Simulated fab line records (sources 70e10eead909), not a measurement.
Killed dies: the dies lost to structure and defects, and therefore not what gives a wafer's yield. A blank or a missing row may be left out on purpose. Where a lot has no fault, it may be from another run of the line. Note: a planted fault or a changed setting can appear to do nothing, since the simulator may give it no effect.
What tool caused it? | flow nand-harc | 6 lots, 18 wafers sampled, at 3 steps of a route of 1302

== WHAT EACH GAUGE READ, for each wafer ==
NHARC_P_M0_CD_MEAS_09: target cd 90 nm.
lot  | measured     | on        | cd-nm (nm)
L621 | day 6 16:10  | cd-sem-01 | 90.4 89.3 91.1
L623 | day 7 09:23  | cd-sem-03 | 90.7 91.2 89.7
L625 | day 8 01:07  | cd-sem-03 | 90.9 91.0 90.9
L629 | day 9 14:46  | cd-sem-03 | 115.4 116.4 116.1
L639 | day 13 19:53 | cd-sem-01 | 89.8 89.6 89.3
L642 | day 15 05:49 | cd-sem-02 | 89.6 90.0 89.7

== WHICH TOOL RAN EACH LOT (tool, then ch and the chambers of the sampled wafers, then the start) ==
lot  | NHARC_P_CONTACT_DEP_00                     | NHARC_P_M0_EXPOSE_06
L621 | pecvd-03 ch 0,1,2, day 6 16:01 or earlier  | arfi-scanner-03 ch 0, day 6 16:01
L623 | pecvd-02 ch 0,1, day 7 09:14 or earlier    | arfi-scanner-03 ch 0, day 7 09:14
L625 | pecvd-01 ch 0,1,2, day 8 00:59 or earlier  | arfi-scanner-02 ch 0, day 8 00:59
L629 | pecvd-02 ch 0,1, day 9 14:37 or earlier    | arfi-scanner-03 ch 0, day 9 14:37
L639 | pecvd-01 ch 0,1,2, day 13 19:44 or earlier | arfi-scanner-02 ch 0, day 13 19:44
L642 | pecvd-02 ch 1,2, day 15 05:40 or earlier   | arfi-scanner-01 ch 0, day 15 05:40
- NHARC_P_CONTACT_DEP_00: deposits SiO2, target thk 500 nm.
- NHARC_P_M0_EXPOSE_06: exposes mask P M0, target cd 90 nm.

== THE ANSWER, worked out from the rows above alone ==
Rule: the usual values come from the lots themselves. The widest of any qualifying gaps counts: lots, ordered by their means at a reading, are off when they make up no more than a third of the lots, leave a main group of 4 or more, and stand apart from it by 3 or more times the standard deviation of that group's means. The tables above print the reading to a certain number of digits; a main group whose means all agree to those digits is not used. A lot without any number at a reading at which 4 lots or more have one is off too. Where the step has rows for the other lots, those lots are counted as sound.
Off: L629 (NHARC_P_M0_CD_MEAS_09, cd-nm). The main group: mean 90.2 nm, standard deviation 0.5.
If a tool, at a process step before that reading, ran all the lots that are off and no sound lot after the first of them, it fits. The gauges at NHARC_P_M0_CD_MEAS_09 are tried like those tools. Because NHARC_P_CONTACT_DEP_00 lacks a start for some lots, the hours and order of its lots are taken from NHARC_P_M0_EXPOSE_06. This does not decide it: 2 tools fit, namely arfi-scanner-03 at NHARC_P_M0_EXPOSE_06 and cd-sem-03 at NHARC_P_M0_CD_MEAS_09.

== WHAT WAS PUT IN BY THE SIMULATOR ==
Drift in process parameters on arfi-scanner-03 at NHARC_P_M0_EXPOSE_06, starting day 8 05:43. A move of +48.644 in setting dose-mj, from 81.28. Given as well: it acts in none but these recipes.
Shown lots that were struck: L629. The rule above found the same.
